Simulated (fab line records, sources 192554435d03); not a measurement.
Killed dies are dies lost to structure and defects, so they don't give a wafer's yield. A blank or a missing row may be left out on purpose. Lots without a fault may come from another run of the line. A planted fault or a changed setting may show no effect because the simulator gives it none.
Chamber matching | flow n5_finfet | N5_DUMMY_GATE_ETCH_42 on rie_diel-06: 4 sister chambers
The step etches SiO2 in CHF3/O2, target depth 3.5 nm, time 31 s. 22 wafers are shown with their chamber, then 11 later ones without.

WAFERS WITH THEIR CHAMBER
wafer  | chamber | showerhead_plenum_p_Torr (Torr) | drypump_motor_current_A (A) | throttle_valve_pct (%)
L074.2 | 3       | 2.41                            | 5.8                         | 18.93
L074.3 | 0       | 2.37                            | 5.5                         | 18.69
L074.5 | 3       | 2.41                            | 5.8                         | 18.91
L075.3 | 0       | 2.37                            | 5.5                         | 18.70
L075.5 | 3       | 2.41                            | 5.8                         | 18.93
L075.6 | 2       | 2.25                            | 5.9                         | 18.68
L076.1 | 2       | 2.25                            | 5.9                         | 18.68
L076.4 | 1       | 2.48                            | 5.3                         | 18.88
L076.5 | 1       | 2.48                            | 5.4                         | 18.86
L081.2 | 2       | 2.25                            | 5.9                         | 18.68
L081.3 | 0       | 2.37                            | 5.5                         | 18.72
L081.4 | 3       | 2.40                            | 5.8                         | 18.94
L083.2 | 3       | 2.40                            | 5.8                         | 18.96
L083.5 | 2       | 2.24                            | 5.9                         | 18.70
L083.6 | 3       | 2.40                            | 5.8                         | 18.95
L084.1 | 1       | 2.47                            | 5.4                         | 18.89
L084.4 | 1       | 2.47                            | 5.4                         | 18.88
L084.6 | 2       | 2.24                            | 5.8                         | 18.71
L087.1 | 2       | 2.24                            | 5.9                         | 18.71
L087.2 | 1       | 2.47                            | 5.4                         | 18.90
L087.4 | 3       | 2.40                            | 5.8                         | 18.97
L088.1 | 2       | 2.24                            | 5.8                         | 18.71

SIGNATURES (means of the wafers above)
reading                  | chamber 0 | chamber 1 | chamber 2 | chamber 3 | scatter within a chamber
showerhead_plenum_p_Torr | 2.3700    | 2.4740    | 2.2443    | 2.4043    | 0.00507
drypump_motor_current_A  | 5.500     | 5.380     | 5.871     | 5.800     | 0.0352
throttle_valve_pct       | 18.7033   | 18.8820   | 18.6957   | 18.9414   | 0.017
Rule: a wafer's distance from a chamber is the root of the sum, over the readings, of the square of ((its reading less the chamber's mean) divided by the reading's scatter). The wafer belongs to the nearest chamber; if the next one is less than 2 further off, it can't be placed. The scatter: the root of (the sum of the squares of (reading less its chamber's mean) over the shown wafers, divided by (wafers less chambers)).

WAFERS WITHOUT THEIR CHAMBER
wafer  | showerhead_plenum_p_Torr (Torr) | drypump_motor_current_A (A) | throttle_valve_pct (%)
L088.2 | 2.40                            | 5.8                         | 18.97
L088.6 | 2.36                            | 5.5                         | 18.34
L089.1 | 2.24                            | 5.8                         | 18.72
L089.2 | 2.40                            | 5.8                         | 18.98
L089.6 | 2.47                            | 5.4                         | 18.91
L094.4 | 2.40                            | 5.8                         | 18.99
L094.5 | 2.24                            | 5.8                         | 18.73
L094.6 | 2.47                            | 5.3                         | 18.92
L095.2 | 2.36                            | 5.5                         | 18.38
L095.4 | 2.47                            | 5.4                         | 18.92
L095.5 | 2.24                            | 5.8                         | 18.74

WHICH CHAMBER EACH WENT THROUGH
wafer  | from the rows above | in truth
L088.2 | 3                   | 3
L088.6 | 0                   | 0
L089.1 | 2                   | 2
L089.2 | 3                   | 3
L089.6 | 1                   | 1
L094.4 | 3                   | 3
L094.5 | 2                   | 2
L094.6 | 1                   | 1
L095.2 | 0                   | 0
L095.4 | 1                   | 1
L095.5 | 2                   | 2
Placed correctly: 11 of 11. Can't be placed from these rows: 0. Placed wrongly: 0.
